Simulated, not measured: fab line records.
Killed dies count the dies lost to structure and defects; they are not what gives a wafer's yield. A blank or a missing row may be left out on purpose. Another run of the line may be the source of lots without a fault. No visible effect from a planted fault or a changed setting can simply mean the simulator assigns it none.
What tool caused it? | flow nandHarc | 12 lots with 36 wafers sampled at 3 steps, on a route of 1159 steps

== WHAT THE GAUGES READ, wafer by wafer ==
NHARC_A_CONTACT_OVL_MEAS_43.
lot  | measured     | on         | overlayXNm (nm)
L075 | day 16 16:53 | overlay-02 | -0.2 -0.7 -0.2
L077 | day 16 21:20 | overlay-02 | 2.2 2.1 2.7
L079 | day 17 23:46 | overlay-01 | 0.5 0.7 0.6
L080 | day 18 02:03 | overlay-01 | -0.1 -0.9 -0.8
L082 | day 18 17:41 | overlay-02 | -0.4 -0.3 -0.4
L086 | day 19 07:03 | overlay-01 | 2.8 2.1 2.5
L089 | day 19 21:11 | overlay-02 | -1.7 -1.6 -2.5
L088 | day 20 02:17 | overlay-01 | 0.0 0.2 0.7
L094 | day 20 16:17 | overlay-01 | -0.9 -1.4 -0.4
L092 | day 20 19:37 | overlay-01 | 0.2 0.4 0.1
L096 | day 21 20:48 | overlay-02 | 0.6 0.4 0.7
L097 | day 22 09:58 | overlay-01 | 0.3 0.5 0.6

== WHAT TOOL EACH LOT RAN ON (gives the tool, then ch and the chambers of the sampled wafers, and finally the start) ==
lot  | NHARC_A_WL_FILL_CVD_03       | NHARC_A_WL_FILL_CMP_12
L075 | cvdW-02 ch 0,1, day 15 07:34 | cmp-03 ch 0,3, day 16 09:54
L077 | cvdW-01 ch 1, day 15 10:25   | cmp-02 ch 0,1,2, day 16 14:13
L079 | cvdW-02 ch 0,1, day 16 13:25 | cmp-02 ch 0,1,2, day 17 19:42
L080 | cvdW-01 ch 0,1, day 16 23:58 | cmp-03 ch 0,1,3, day 17 20:04
L082 | cvdW-02 ch 0, day 17 08:05   | cmp-03 ch 2,3, day 18 12:53
L086 | cvdW-02 ch 0,1, day 17 23:55 | cmp-03 ch 2,3, day 19 01:00
L089 | cvdW-01 ch 0,1, day 18 10:10 | cmp-04 ch 0,2,3, day 19 15:12
L088 | cvdW-01 ch 0,1, day 18 13:00 | cmp-04 ch 0,2,3, day 19 22:05
L094 | cvdW-01 ch 0,1, day 19 11:27 | cmp-02 ch 0,1,2, day 20 12:08
L092 | cvdW-02 ch 0,1, day 19 14:28 | cmp-04 ch 0,2,3, day 20 15:17
L096 | cvdW-02 ch 0,1, day 20 14:31 | cmp-03 ch 1,3, day 21 16:35
L097 | cvdW-02 ch 0,1, day 21 02:52 | cmp-03 ch 0,1, day 22 02:40
- NHARC_A_WL_FILL_CVD_03: deposits W, target thk 40 nm, time 3302 s.
- NHARC_A_WL_FILL_CMP_12: polishes, t overpolish 30 s, target thk 75 nm.

== THE ANSWER, worked out from the rows above alone ==
Rule: the usual values come from the lots themselves. The widest of any qualifying gaps counts: lots, ordered by their means at a reading, are off when they make up no more than a third of the lots, leave a main group of 4 or more, and stand apart from it by 3 or more times the standard deviation of that group's means. If all means in a main group match to the digits the tables above print for the reading, that group is not used. A lot without any number at a reading at which 4 lots or more have one is off too. Where the step has rows for the other lots, those lots are counted as sound.
Nothing can be told from this: no lot is off at any reading shown.

== WHAT THE SIMULATOR HAD PUT IN ==
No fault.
